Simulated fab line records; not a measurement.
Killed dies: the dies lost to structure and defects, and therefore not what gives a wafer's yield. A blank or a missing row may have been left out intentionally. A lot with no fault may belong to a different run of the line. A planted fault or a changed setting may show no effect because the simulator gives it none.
fab line records	flow n5Finfet	part 1 of 2: steps 1 to 14 of 15
[record] lots = 7	wafers = 18	lastDay = 19
route steps=1938 shown MOL_CONTACT_COAG@567 PASSIVATION@1936
lots that met no fault: from a run of the same line without faults
startH: hours from the record's first day to the start of the lot's first wafer shown	waitH: hours since the lot's step before	" the same as in the row above	L1.1+2: several wafers, shown together as one row	- no value present, or no start provided	* or withheld: withheld	< > ~ a bound
route shown NAME@n: a module of which the file shows steps, and the number in the route of the first	usual: mean and standard deviation over wafers with no fault	same: alike in all rows	chamber/n: place in a boat	sites: the reading at each site	_std_site: the standard deviation of these	_edge_site: mean of outer sites minus mean of inner sites	radiusMm: how far each site lies from the wafer's centre	mask NAME#n: copy n	behind: the tool/chamber that last shaped the wafer	hold: the reason the lot was held/the length of the hold in hours/how it ended	device: names the non-switching transistor (n, p or np)	end of line: at the end of the route, the tests of the same wafers	a step without rows: its recipe alone	killed: count of dies lost to structure and defects at first sort (not the wafer's yield)	map: dies across one wafer; x = killed, . = not, _ = none there
set.NAME: the run value of the setting; set.NAME@STEP: its run value at that earlier step	model.NAME: the simulator's own value behind a step, which no gauge read
lots at selected steps of the route; one table per step, one row per wafer
services: the hour from which a tool's chamber was out of use, counted from the record's first day as startH (under 0 if before that day), plus the number of hours and why
[[steps]]
[step N5_MOL_CONTACT_COAG_COAT_78]
[recipe] resist = CAR-EUV	spinRpm = 1500	resistThkNm = 40
[step N5_MOL_CONTACT_COAG_EBR_80]
[recipe] solvent = PGMEA	ebrWidthMm = 1.5
[step N5_MOL_CONTACT_COAG_SOFTBAKE_79]
[recipe] tempC = 110	timeS = 60	resist = CAR-EUV
[step N5_MOL_CONTACT_COAG_EXPOSE_81]
[recipe] maskId = VG	na = 0.33	sourceShape = annular	sigmaInner = 0.3	sigmaOuter = 0.7	polarization = unpolarized	defocusNm = 0	doseMj = 59.5
[step N5_MOL_CONTACT_COAG_PEB_82]
[recipe] pebTempC = 100	pebTimeS = 60	resist = CAR-EUV
[step N5_MOL_CONTACT_COAG_DEVELOP_83]
[recipe] developTimeS = 30	developer = TMAH	resist = CAR-EUV	rinseLiquid = surfactantRinse	dry = airSpin	devTempC = 23
[step N5_MOL_CONTACT_COAG_CD_MEAS_84]
[recipe] targetCdNm = 25.1	landingEnergyEv = 500	detector = seInlens	polarity = opening
[usual] cdNm = 25.12/0.25
lot.wafer	tool	chamber	startH	waitH	cdNm
L825.1	cdSem-02	0	105.11	-	25.32
L825.3	"	0	"	"	25.35
L825.5	"	0	"	"	24.83
L831.3	cdSem-01	0	140.01	-	25.34
L831.4	"	0	"	"	24.89
L831.5	"	0	"	"	25.06
L832.2	cdSem-01	0	143.59	-	24.65
L832.6	"	0	"	"	25.03
L833.1	cdSem-01	0	151.60	-	25.23
L833.5	"	0	"	"	25.08
L835.1	cdSem-03	0	166.89	-	25.60
L835.6	"	0	"	"	25.66
L846.3	cdSem-01	0	230.44	-	25.51
L846.4	"	0	"	"	25.02
L846.6	"	0	"	"	25.49
L847.1	cdSem-01	0	242.29	-	25.23
L847.2	"	0	"	"	25.33
L847.6	"	0	"	"	25.48
[step N5_MOL_CONTACT_COAG_OVL_MEAS_85]
[recipe] pointsPerWafer = 522
[usual] VG_OVL = -0.2/0.84
lot.wafer	tool	chamber	startH	waitH	VG_OVL[nm]
L825.1	overlay-01	0	105.14	0.0	-0.2
L825.3	"	0	"	"	-0.1
L825.5	"	0	"	"	0.3
L831.3	overlay-02	0	140.05	0.0	-0.3
L831.4	"	0	"	"	0.1
L831.5	"	0	"	"	-2.3
L832.2	overlay-02	0	143.62	0.0	-0.6
L832.6	"	0	"	"	-0.7
L833.1	overlay-01	0	151.64	0.0	-0.6
L833.5	"	0	"	"	-1.1
L835.1	overlay-02	0	166.92	0.0	-0.5
L835.6	"	0	"	"	-0.3
L846.3	overlay-02	0	230.48	0.0	0.6
L846.4	"	0	"	"	-2.0
L846.6	"	0	"	"	-1.9
L847.1	overlay-02	0	242.32	0.0	0.3
L847.2	"	0	"	"	1.3
L847.6	"	0	"	"	0.7
[step N5_MOL_CONTACT_COAG_INSPECT_57]
[recipe] mode = adi	inspectInstrument = brightfield
[usual] rawDefectCount = 195/50
lot.wafer	tool	chamber	startH	waitH	rawDefectCount
L825.1	defectInspect-02	-	105.20	0.1	224
L825.3	"	-	"	"	176
L825.5	"	-	"	"	197
L831.3	defectInspect-02	-	140.11	0.1	212
L831.4	"	-	"	"	163
L831.5	"	-	"	"	152
L832.2	defectInspect-02	-	143.67	0.0	239
L832.6	"	-	"	"	311
L833.1	defectInspect-02	-	151.69	0.1	247
L833.5	"	-	"	"	207
L835.1	defectInspect-01	-	166.98	0.1	126
L835.6	"	-	"	"	205
L846.3	defectInspect-02	-	230.53	0.0	221
L846.4	"	-	"	"	183
L846.6	"	-	"	"	296
L847.1	defectInspect-01	-	242.38	0.1	205
L847.2	"	-	"	"	207
L847.6	"	-	"	"	157
[step N5_MOL_CONTACT_COAG_DESCUM_88]
[recipe] chemistry = O2	timeS = 7	sourcePowerW = 50	biasPowerW = 20	pressureMtorr = 20	rfFrequencyHz = 2.712e+07	tempC = 40	resist = CAR-EUV	o2FlowSccm = 225
[usual] drypumpMotorCurrentA = 5.6/0.32	oesProductAu = 0.79/0.081	rfVppV = 243.2/1.2	showerheadPlenumPTorr = 2.09/0.063	throttleValvePct = 20.56/0.25
[same] timeS = 7
lot.wafer	tool	chamber	startH	waitH	drypumpMotorCurrentA	oesProductAu	rfHoursCounterH	rfVppV	showerheadPlenumPTorr	throttleValvePct
L825.1	rieDiel-02	3	105.60	0.4	5.1	0.76	157	242.7	2.19	20.93
L825.3	"	2	"	"	5.3	0.73	180	242.0	2.00	20.89
L825.5	"	3	"	"	5.1	0.76	-	244.7	2.19	20.94
L831.3	rieDiel-01	1	140.14	0.0	5.7	0.94	14	243.5	2.13	20.25
L831.4	"	2	"	"	5.6	0.83	85	242.9	2.12	20.59
L831.5	"	0	"	"	5.7	0.86	-	244.4	2.12	20.49
L832.2	rieDiel-01	0	144.27	0.6	5.7	0.85	60	244.4	2.12	20.50
L832.6	"	1	"	"	5.8	0.93	-	244.4	2.13	20.25
L833.1	rieDiel-02	1	151.73	0.0	5.2	0.77	136	244.6	2.11	20.52
L833.5	"	1	"	"	5.2	0.78	-	243.0	2.11	20.52
L835.1	rieDiel-01	2	167.44	0.5	5.7	0.80	95	243.4	2.12	20.61
L835.6	"	3	"	"	5.7	0.74	-	243.9	2.07	20.59
L846.3	rieDiel-06	0	230.56	0.0	5.2	0.69	225	244.9	2.17	20.98
L846.4	"	3	"	"	5.9	0.74	-	241.9	1.99	20.51
L846.6	"	1	"	"	5.2	0.95	-	243.4	2.04	20.16
L847.1	rieDiel-01	2	242.76	0.4	5.7	0.78	119	242.2	2.11	20.63
L847.2	"	3	"	"	5.7	0.73	207	243.1	2.06	20.61
L847.6	"	3	"	"	5.7	0.72	-	243.1	2.06	20.60
[step N5_MOL_CONTACT_COAG_ETCH_89]
[recipe] chemistry = N2/H2	target = underlayer	targetDepthA = 130	maskMaterial = CAR-EUV	timeS = 10.4	ionEnergyEv = 200	pressureMtorr = 30	sourceW = 840	biasW = 150	n2FlowSccm = 200	h2FlowSccm = 200	ends = cleared
[usual] drypumpMotorCurrentA = 5.6/0.32	etchRfOnTimeS = 10.37/0.22	n2FlowSccm = 200.0/0.57	oesProductAu = 0.68/0.07	rfVppV = 523.8/2.2	showerheadPlenumPTorr = 2.54/0.073	throttleValvePct = 17.97/0.24
lot.wafer	tool	chamber	startH	waitH	drypumpMotorCurrentA	etchRfOnTimeS	n2FlowSccm	oesProductAu	rfHoursCounterH	rfVppV	showerheadPlenumPTorr	throttleValvePct
L825.1	rieDiel-02	3	105.64	0.0	5.1	10.40	201.2	0.65	157	528.2	2.66	18.41
L825.3	"	2	"	"	5.3	10.33	199.5	0.62	180	523.5	2.41	18.28
L825.5	"	3	"	"	5.1	10.49	200.9	0.64	-	527.7	2.66	18.39
L831.3	rieDiel-01	1	140.17	0.0	5.8	10.20	199.5	0.82	14	525.9	2.58	17.57
L831.4	"	2	"	"	5.7	10.25	200.8	0.71	85	523.5	2.57	18.05
L831.5	"	0	"	"	5.8	10.36	200.1	0.72	-	524.6	2.58	17.89
L832.2	rieDiel-01	0	144.30	0.0	5.8	10.52	199.9	0.71	60	525.2	2.58	17.92
L832.6	"	1	"	"	5.8	10.39	200.8	0.79	-	525.2	2.58	17.55
L833.1	rieDiel-02	1	151.76	0.0	5.2	10.57	199.8	0.66	136	522.2	2.56	17.84
L833.5	"	1	"	"	5.2	10.55	199.7	0.65	-	522.4	2.56	17.85
L835.1	rieDiel-01	2	167.48	0.0	5.7	10.40	200.6	0.68	95	525.1	2.57	18.07
L835.6	"	3	"	"	5.7	9.94	200.2	0.64	-	524.7	2.52	18.01
L846.3	rieDiel-06	0	230.60	0.0	5.2	10.64	199.5	0.59	225	523.9	2.61	18.13
L846.4	"	3	"	"	5.9	10.48	200.1	0.63	-	522.1	2.44	18.14
L846.6	"	1	"	"	5.2	10.10	200.2	0.82	-	521.9	2.49	17.65
L847.1	rieDiel-01	2	242.79	0.0	5.7	10.48	200.7	0.66	119	522.5	2.56	18.11
L847.2	"	3	"	"	5.7	10.02	199.9	0.63	207	524.1	2.51	18.07
L847.6	"	3	"	"	5.7	9.80	200.2	0.63	-	523.0	2.51	18.05
[step N5_MOL_CONTACT_COAG_ETCH_90]
[recipe] chemistry = CF4	target = SiARC	targetDepthA = 130	maskMaterial = CAR-EUV	timeS = 21.7	ionEnergyEv = 80	pressureMtorr = 40	sourceW = 545	biasW = 36	Ar_flow_sccm = 100	cf4FlowSccm = 100	ends = cleared
[usual] drypumpMotorCurrentA = 5.6/0.32	etchRfOnTimeS = 21.6/0.36	oesProductAu = 0.68/0.068	rfVppV = 184.1/1.1	showerheadPlenumPTorr = 2.15/0.054	throttleValvePct = 15.74/0.21
lot.wafer	tool	chamber	startH	waitH	drypumpMotorCurrentA	etchRfOnTimeS	oesProductAu	rfHoursCounterH	rfVppV	showerheadPlenumPTorr	throttleValvePct
L825.1	rieDiel-02	3	105.66	0.0	5.1	21.5	0.65	157	185.4	2.22	15.95
L825.3	"	2	"	"	5.3	21.9	0.62	180	182.2	2.06	16.10
L825.5	"	3	"	"	5.1	21.6	0.65	-	185.5	2.22	15.96
L831.3	rieDiel-01	1	140.19	0.0	5.7	21.7	0.80	14	184.9	2.19	15.49
L831.4	"	2	"	"	5.7	21.6	0.70	85	185.3	2.16	15.68
L831.5	"	0	"	"	5.7	22.0	0.72	-	183.5	2.16	15.58
L832.2	rieDiel-01	0	144.32	0.0	5.7	21.8	0.71	60	184.3	2.16	15.58
L832.6	"	1	"	"	5.7	21.6	0.80	-	187.1	2.19	15.49
L833.1	rieDiel-02	1	151.78	0.0	5.3	21.7	0.66	136	183.9	2.15	15.62
L833.5	"	1	"	"	5.2	21.7	0.65	-	183.5	2.15	15.61
L835.1	rieDiel-01	2	167.50	0.0	5.7	21.5	0.69	95	185.5	2.16	15.71
L835.6	"	3	"	"	5.7	20.8	0.63	-	184.0	2.13	15.84
L846.3	rieDiel-06	0	230.62	0.0	5.2	22.2	0.60	225	183.6	2.20	16.06
L846.4	"	3	"	"	5.9	21.6	0.63	-	181.9	2.06	15.83
L846.6	"	1	"	"	5.2	21.4	0.82	-	182.8	2.12	15.45
L847.1	rieDiel-01	2	242.81	0.0	5.6	21.8	0.67	119	184.8	2.15	15.75
L847.2	"	3	"	"	5.7	21.1	0.63	207	183.0	2.12	15.88
L847.6	"	3	"	"	5.7	21.2	0.62	-	183.4	2.12	15.89
[step N5_MOL_CONTACT_COAG_ALD_131]
[recipe] material = SiO2	targetThkA = 50	tempC = 100	aldPrecursorFamily = BDEAS	aldCoReactant = O2-plasma	pulseTimeS = 1	coReactantPulseTimeS = 1	purgeTimeS = 2	coReactantPurgeTimeS = 2	aldCycles = 35	pressureTorr = 2
[usual] aldCycles = 35/0	heaterPowerW = 79/9	precursorPulseHeightRel = 1.001/0.018
lot.wafer	tool	chamber	startH	waitH	aldCycles	heaterPowerW	precursorPulseHeightRel	sinceWetCleanH	model.SiO2_of_MOL_CONTACT_COAG_ALD_131.thkNm
L825.1	aldSin-03	3	105.74	0.1	35	69	1.001	295	5
L825.3	"	2	"	"	35	83	1.042	295	5
L825.5	"	3	"	"	35	67	1.003	-	5
L831.3	aldSin-01	2	140.27	0.1	35	89	0.984	238	5
L831.4	"	1	"	"	35	92	1.004	238	5
L831.5	"	0	"	"	35	83	1.005	-	5
L832.2	aldSin-01	2	144.40	0.1	35	88	1.002	242	5
L832.6	"	1	"	"	57	91	0.984	-	8.2
L833.1	aldSin-01	0	151.93	0.1	57	83	0.993	250	8.2
L833.5	"	2	"	"	35	88	0.993	-	5
L835.1	aldSin-01	0	168.50	1.0	57	83	0.997	266	8.2
L835.6	"	3	"	"	57	65	0.984	-	8.2
L846.3	aldSin-02	3	230.70	0.1	35	76	1.005	131	5
L846.4	"	1	"	"	35	70	1.025	131	5
L846.6	"	2	"	"	35	82	1.011	-	5
L847.1	aldSin-01	0	242.89	0.1	35	84	1.003	341	5
L847.2	"	2	"	"	35	89	0.999	341	5
L847.6	"	0	"	"	35	84	1.024	-	5
[step N5_MOL_CONTACT_COAG_ETCHBACK_132]
[recipe] chemistry = CHF3	target = SiO2	targetDepthA = 100	timeS = 6.7	ionEnergyEv = 200	pressureMtorr = 30	sourceW = 610	biasW = 170	Ar_flow_sccm = 200	CHF3_flow_sccm = 50
[usual] CHF3_flow_sccm = 50.01/0.14	drypumpMotorCurrentA = 5.5/0.33	oesProductAu = 0.78/0.076	rfVppV = 524/11	showerheadPlenumPTorr = 2.39/0.066	throttleValvePct = 18.89/0.16
[same] timeS = 6.7
lot.wafer	tool	chamber	startH	waitH	CHF3_flow_sccm	drypumpMotorCurrentA	oesProductAu	rfHoursCounterH	rfVppV	showerheadPlenumPTorr	throttleValvePct
L825.1	rieDiel-06	3	105.92	0.1	50.18	5.9	0.77	139	506	2.30	18.83
L825.3	"	0	"	"	49.97	5.2	0.72	175	514	2.46	19.00
L825.5	"	2	"	"	50.18	5.1	0.72	-	528	2.49	18.90
L831.3	rieDiel-02	2	140.45	0.1	49.87	5.3	0.73	190	538	2.27	19.19
L831.4	"	1	"	"	49.93	5.2	0.77	132	517	2.39	18.72
L831.5	"	1	"	"	49.95	5.2	0.78	-	516	2.39	18.71
L832.2	rieDiel-02	2	144.71	0.2	50.03	5.3	0.72	192	535	2.27	19.21
L832.6	"	3	"	"	49.76	5.1	0.74	-	540	2.47	19.10
L833.1	rieDiel-06	3	152.11	0.1	50.27	5.9	0.76	154	508	2.30	18.86
L833.5	"	2	"	"	50.11	5.1	0.71	-	527	2.48	18.92
L835.1	rieDiel-02	3	168.76	0.2	49.97	5.1	0.74	178	541	2.47	19.12
L835.6	"	0	"	"	50.09	6.2	0.76	-	514	2.30	18.68
L846.3	rieDiel-06	1	230.88	0.1	49.81	5.2	0.97	14	534	2.36	18.68
L846.4	"	0	"	"	50.00	5.2	0.69	-	512	2.44	19.09
L846.6	"	3	"	"	50.12	5.9	0.73	-	506	2.29	18.91
L847.1	rieDiel-01	0	243.09	0.1	49.80	5.7	0.80	94	527	2.40	18.86
L847.2	"	2	"	"	49.87	5.7	0.77	120	514	2.38	18.84
L847.6	"	2	"	"	49.86	5.7	0.78	-	515	2.38	18.84
[[key]]
[firstSign] step = N5_MOL_CONTACT_COAG_ALD_131	reading = aldCycles	direction = up	sigmas = 99+	usual = *	struck = *
[effect] step = N5_PASSIVATION_PROBE_49	reading = killedAtContacts	direction = up	sigmas = 99+	usual = 12	struck = 1086
[modelEffect] step = N5_MOL_CONTACT_COAG_ALD_131	value = SiO2_of_MOL_CONTACT_COAG_ALD_131.thkNm	without = 5	struck = 8.2
[moreKillsBornAt] N5_MOL_CONTACT_COAG_ALD_131@aldSin-01 = 4291
metAt N5_MOL_CONTACT_COAG_ALD_131
struckWafers L832.6,L833.1,L835.1,L835.6
laterRowsLeftOut L832.6,L833.1,L835.1,L835.6
testerLeftOut L832,L833,L835
onsetBetween 140.27 144.40
[fault] kind = processParameterDrift	tool = aldSin-01	chamber = -	onsetH = 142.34	steps = N5_MOL_CONTACT_COAG_ALD_131	channel = aldCycles	offset = *	shape = step	endH = 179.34	scope = struckWafersOnly	actsIn = *	stated = *
// testerLeftOut: of these lots the tester's yield and bins aren't shown, on N5 and GAA mostly nor the transistor test; their killed dies are dies lost to structure and defects alone, not to doping, threshold or leakage, so they don't give the yield
// laterRowsLeftOut: the simulator's readings of these wafers behind a module that went badly wrong aren't trusted and aren't shown, but for the sort
